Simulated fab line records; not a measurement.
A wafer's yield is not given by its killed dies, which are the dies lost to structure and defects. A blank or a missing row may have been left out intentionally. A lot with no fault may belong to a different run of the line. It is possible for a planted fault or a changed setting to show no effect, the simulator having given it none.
Matching of chambers || flow nandHarc || NHARC_A_STAIRCASE_ALD_420 on aldHk-03: 4 sister chambers
The step deposits SiO2, target thk 20 nm, pulse time 6 s, ald cycles 200. 14 wafers are shown with their chamber, then 7 later ones without.

== WAFERS PAIRED WITH THEIR CHAMBERS ==
{"wafer": "L076.2", "chamber": 0, "heaterPowerW (W)": 433, "precursorPulseHeightRel": 0.978}
{"wafer": "L076.3", "chamber": 1, "heaterPowerW (W)": 468, "precursorPulseHeightRel": 0.978}
{"wafer": "L076.4", "chamber": 3, "heaterPowerW (W)": 458, "precursorPulseHeightRel": 1.040}
{"wafer": "L081.1", "chamber": 1, "heaterPowerW (W)": 463, "precursorPulseHeightRel": 1.016}
{"wafer": "L081.3", "chamber": 0, "heaterPowerW (W)": 417, "precursorPulseHeightRel": 0.979}
{"wafer": "L081.5", "chamber": 2, "heaterPowerW (W)": 397, "precursorPulseHeightRel": 1.000}
{"wafer": "L088.3", "chamber": 0, "heaterPowerW (W)": 431, "precursorPulseHeightRel": 0.997}
{"wafer": "L088.5", "chamber": 3, "heaterPowerW (W)": 458, "precursorPulseHeightRel": 0.991}
{"wafer": "L088.6", "chamber": 2, "heaterPowerW (W)": 406, "precursorPulseHeightRel": 0.983}
{"wafer": "L094.1", "chamber": 1, "heaterPowerW (W)": 469, "precursorPulseHeightRel": 0.991}
{"wafer": "L094.3", "chamber": 2, "heaterPowerW (W)": 413, "precursorPulseHeightRel": 1.004}
{"wafer": "L094.6", "chamber": 2, "heaterPowerW (W)": 400, "precursorPulseHeightRel": 0.997}
{"wafer": "L095.3", "chamber": 1, "heaterPowerW (W)": 487, "precursorPulseHeightRel": 1.041}
{"wafer": "L095.4", "chamber": 2, "heaterPowerW (W)": 409, "precursorPulseHeightRel": 0.974}

SIGNATURES (means of the wafers above)
{"reading": "heaterPowerW", "chamber 0": 427.00, "chamber 1": 471.75, "chamber 2": 405.00, "chamber 3": 458.00, "scatter within a chamber": 8.08}
{"reading": "precursorPulseHeightRel", "chamber 0": 0.98467, "chamber 1": 1.00650, "chamber 2": 0.99160, "chamber 3": 1.01550, "scatter within a chamber": 0.021}
Rule: a wafer lies at a distance from a chamber equal to the root of the sum of squares, over the readings, of (its reading less the chamber's mean, divided by the reading's scatter). The wafer belongs to the nearest chamber; if the next one is less than 2 further off, it can't be placed. The scatter is the square root of a quotient: the sum, over the shown wafers, of each reading's squared deviation from its chamber's mean, divided by wafers minus chambers.

== WAFERS MISSING THEIR CHAMBER ==
{"wafer": "L095.5", "heaterPowerW (W)": 448, "precursorPulseHeightRel": 0.997}
{"wafer": "L097.3", "heaterPowerW (W)": 483, "precursorPulseHeightRel": 0.988}
{"wafer": "L097.4", "heaterPowerW (W)": 446, "precursorPulseHeightRel": 1.007}
{"wafer": "L097.6", "heaterPowerW (W)": 413, "precursorPulseHeightRel": 1.009}
{"wafer": "L096.1", "heaterPowerW (W)": 455, "precursorPulseHeightRel": 0.973}
{"wafer": "L096.4", "heaterPowerW (W)": 412, "precursorPulseHeightRel": 0.972}
{"wafer": "L096.6", "heaterPowerW (W)": 398, "precursorPulseHeightRel": 0.986}

== THE CHAMBER EACH PASSED THROUGH ==
{"wafer": "L095.5", "from the rows above": "can't be placed: 3 or 0 or 1", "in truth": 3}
{"wafer": "L097.3", "from the rows above": "can't be placed: 1 or 3", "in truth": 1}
{"wafer": "L097.4", "from the rows above": "can't be placed: 3 or 0 or 1", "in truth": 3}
{"wafer": "L097.6", "from the rows above": "can't be placed: 2 or 0", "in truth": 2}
{"wafer": "L096.1", "from the rows above": "can't be placed: 3 or 1 or 0", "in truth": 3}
{"wafer": "L096.4", "from the rows above": "can't be placed: 2 or 0", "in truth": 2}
{"wafer": "L096.6", "from the rows above": 2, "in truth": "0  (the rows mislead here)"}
Placed correctly: 0 of 7. Can't be placed from these rows: 6 (the true chamber is among the candidates in 6). Wrongly placed: 1.
